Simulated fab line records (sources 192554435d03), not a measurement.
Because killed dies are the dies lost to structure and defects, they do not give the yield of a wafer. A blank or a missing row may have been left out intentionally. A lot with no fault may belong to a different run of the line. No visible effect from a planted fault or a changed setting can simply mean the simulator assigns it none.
Chamber matching :: flow n5-finfet :: N5_GATE_CUT_STRIP_41 on rie-diel-01: 4 sister chambers
The step strips in CF4. 4 wafers are shown with their chamber, then 10 later ones without.

== WAFERS PAIRED WITH THEIR CHAMBERS ==
wafer: L085.6
chamber: 0
drypump-motor-current-A (A): 6.6

wafer: L090.2
chamber: 1
drypump-motor-current-A (A): 6.3

wafer: L091.1
chamber: 3
drypump-motor-current-A (A): 6.0

wafer: L091.3
chamber: 2
drypump-motor-current-A (A): 6.4

== WAFERS WITH NO CHAMBER GIVEN ==
wafer: L091.4
drypump-motor-current-A (A): 6.2

wafer: L093.3
drypump-motor-current-A (A): 6.2

wafer: L093.5
drypump-motor-current-A (A): 6.4

wafer: L093.6
drypump-motor-current-A (A): 6.0

wafer: L097.1
drypump-motor-current-A (A): 6.0

wafer: L097.2
drypump-motor-current-A (A): 6.6

wafer: L097.6
drypump-motor-current-A (A): 6.6

wafer: L094.1
drypump-motor-current-A (A): 6.3

wafer: L094.2
drypump-motor-current-A (A): 6.5

wafer: L094.6
drypump-motor-current-A (A): 6.6

== WHICH CHAMBER EACH WENT THROUGH ==
wafer: L091.4
from the rows above: can't be placed: 1 or 2 or 3
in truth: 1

wafer: L093.3
from the rows above: can't be placed: 1 or 2 or 3
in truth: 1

wafer: L093.5
from the rows above: can't be placed: 2 or 1
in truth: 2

wafer: L093.6
from the rows above: 3
in truth: 3

wafer: L097.1
from the rows above: 3
in truth: 3

wafer: L097.2
from the rows above: 0
in truth: 0

wafer: L097.6
from the rows above: 0
in truth: 0

wafer: L094.1
from the rows above: can't be placed: 1 or 2
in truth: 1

wafer: L094.2
from the rows above: can't be placed: 0 or 2 or 1
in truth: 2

wafer: L094.6
from the rows above: 0
in truth: 0
Correctly placed: 5 of 10. Cannot be placed on the basis of these rows: 5; the candidates contain the true chamber in 5. Placed wrongly: 0.
How it was worked out, from the rows above alone: a wafer's distance from a chamber is the root of the sum, over the readings, of the square of ((its reading less the chamber's mean) divided by the reading's scatter). The wafer belongs to the nearest chamber; if the next one is less than 2 further off, it can't be placed. A chamber's mean is the mean of its shown wafers. The scatter: root of mean squared gap, hidden wafer to nearest shown wafer, with one shown wafer a chamber.
